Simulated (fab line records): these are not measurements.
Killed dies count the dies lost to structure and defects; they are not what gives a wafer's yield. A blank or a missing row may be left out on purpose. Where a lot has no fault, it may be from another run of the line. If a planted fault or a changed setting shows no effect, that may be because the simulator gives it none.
Comparing a struck lot with a sound one | flow n5 finfet | 37 out of 1938 route steps
Sound: wafers L168.1, L168.4, L168.5. Struck: wafers L179.2, L179.3, L179.4. The cause comes at the end.
Each step with rows lists, per side, the tool, then ch with its chambers, then its first start. Under that, the readings that differ: sound wafers | struck wafers | difference of the means | sigmas: that difference in standard deviations of wafers without a fault.
alike: words and numbers the same on both sides, and readings whose means are apart by under 2 such deviations; not compared: readings that were withheld, readings missing a value for some wafer, numbers with overlapping values and no deviation given by the record, and bounds like >300 which may hide the same value.
Wherever a step has rows on one side only, a row that says differs or no value, or a row with sigmas, the two part there. When numbers do not overlap yet have no deviation, they are printed without sigmas and do not part them. Lack of a reading on every wafer of one side parts them only where that side has two or more wafers.

first, 12 steps without rows for these wafers: N5_GATE_CUT_STRIP_42 (strips in O2); N5_GATE_CUT_ETCH_19 (etches SiNx in CH3F/O2, target depth 53.7 nm, time 76.7 s); N5_GATE_CUT_CUT_ETCH_53 (etches W in SF6/Cl2, target depth 79.2 nm); N5_GATE_CUT_CUT_ETCH_54 (etches TiN in Cl2/BCl3, target depth 96.7 nm); N5_GATE_CUT_CUT_ETCH_55 (etches HfO2 in BCl3, target depth 3.2 nm); N5_GATE_CUT_ETCH_47 (etches SiO2 in Cl2/BCl3, target depth 10 nm); N5_GATE_CUT_VAPOR_ETCH_48 (etches TiN in BCl3/Cl2); N5_GATE_CUT_VAPOR_ETCH_49 (etches TiAlC in BCl3/Cl2); N5_GATE_CUT_VAPOR_ETCH_51 (etches HfO2 in BCl3/Cl2); N5_GATE_CUT_STRIP_21 (strips in N2/H2, time 30 s); N5_GATE_CUT_STRIP_29 (strips in post etch residue remover, time 60 s); N5_GATE_CUT_SRD_52 (time 30 s).
N5_GATE_CUT_ALD_22: deposits SiNx, target thk 16 nm, pulse time 1 s, ald cycles 320.
  sound on ald sin-02 ch 0,2, day 6 10:30; struck on ald sin-04 ch 0,2,3, day 9 10:28
  alike: heater power w, precursor pulse height rel, susceptor temp C
then, 23 steps without rows for these wafers: N5_GATE_CUT_CMP_23 (polishes, stops on SiO2, t overpolish 23.4 s, target thk 16 nm); N5_GATE_CUT_CMP_43 (polishes SiO2); N5_GATE_CUT_CMP_61 (polishes, stops on SiNx, t overpolish 3 s); N5_MOL_CONTACT_COAG_COAT_103 (time 60 s, resist thk 80 nm); N5_MOL_CONTACT_COAG_COAT_104 (time 60 s, resist thk 12 nm); N5_MOL_CONTACT_COAG_COAT_58 (time 60 s, resist thk 10 nm); N5_MOL_CONTACT_COAG_COAT_02 (resist thk 30 nm); N5_MOL_CONTACT_COAG_EBR_04; N5_MOL_CONTACT_COAG_SOFTBAKE_03 (time 60 s); N5_MOL_CONTACT_COAG_EXPOSE_05 (exposes mask CA, defocus 0 nm); N5_MOL_CONTACT_COAG_PEB_06 (peb time 60 s); N5_MOL_CONTACT_COAG_DEVELOP_07 (develop time 30 s); N5_MOL_CONTACT_COAG_DESCUM_13 (chemistry O2, time 7 s); N5_MOL_CONTACT_COAG_ETCH_59 (etches underlayer in N2/H2, target depth 13 nm, time 10.4 s); N5_MOL_CONTACT_COAG_ETCH_105 (etches SiARC in CF4, target depth 15.6 nm, time 26 s); N5_MOL_CONTACT_COAG_ETCH_106 (etches SOC in N2/H2, target depth 80 nm, overetch 16 nm, time 120 s); N5_MOL_CONTACT_COAG_STRIP_107 (strips in N2/H2); N5_MOL_CONTACT_COAG_STRIP_108 (strips in N2/H2); N5_MOL_CONTACT_COAG_CONTACT_ETCH_14 (etches SiO2 in C4F6/O2, target depth 27.5 nm, overetch 8.5 nm, time 20 s); N5_MOL_CONTACT_COAG_STRIP_109 (strips in C4F6/O2); N5_MOL_CONTACT_COAG_ETCH_15 (etches SiNx in CH3F/O2, stops on Si:P, target depth 7 nm); N5_MOL_CONTACT_COAG_ETCH_110 (etches Si in CF4/O2, target depth 2.5 nm, time 8 s); N5_MOL_CONTACT_COAG_STRIP_98 (strips in N2/H2).
-- a jump in the record: the struck wafers' starts before and after are 9 days apart (it breaks off in module MOL_CONTACT_COAG and resumes in module PASSIVATION, where the first step shown is number 1936 of the route) --
N5_PASSIVATION_PROBE_49:
  sound on prober-01 at day 15 13:29; struck on prober-02 at day 18 04:11
  reading                  | sound          | struck         | difference | sigmas
  defect limited yield (%) | 91.5 91.3 94.5 | 79.9 79.6 79.1 | -12.9      | -9
  killed_at_M0_to_M3       | 15 28 9        | 43 55 36       | +27        | +3
  killed at front end      | 58 52 33       | 169 166 184    | +125       | +13
  killed dies              | 100 103 65     | 237 241 247    | +152       | +10
  sort_bin_5_function (%)  | 4.9 5.5 3.2    | 11.6 11.9 12.3 | +7.4       | +8
  sort_bin_6_memory (%)    | 3.4 2.9 1.9    | 4.5 4.2 4.2    | +1.6       | +2
  sort n pass              | 1080 1077 1115 | 943 939 933    | -152       | -9
  sort yield pct (%)       | 91.5 91.3 94.5 | 79.9 79.6 79.1 | -12.9      | -9
  alike: killed_at_M4_up, killed at contacts, killed at other, killed open, killed short, sort_bin_8_speed

## WHERE THEY PART
Only at N5_PASSIVATION_PROBE_49, within this record.

WHY: what the simulator had put in
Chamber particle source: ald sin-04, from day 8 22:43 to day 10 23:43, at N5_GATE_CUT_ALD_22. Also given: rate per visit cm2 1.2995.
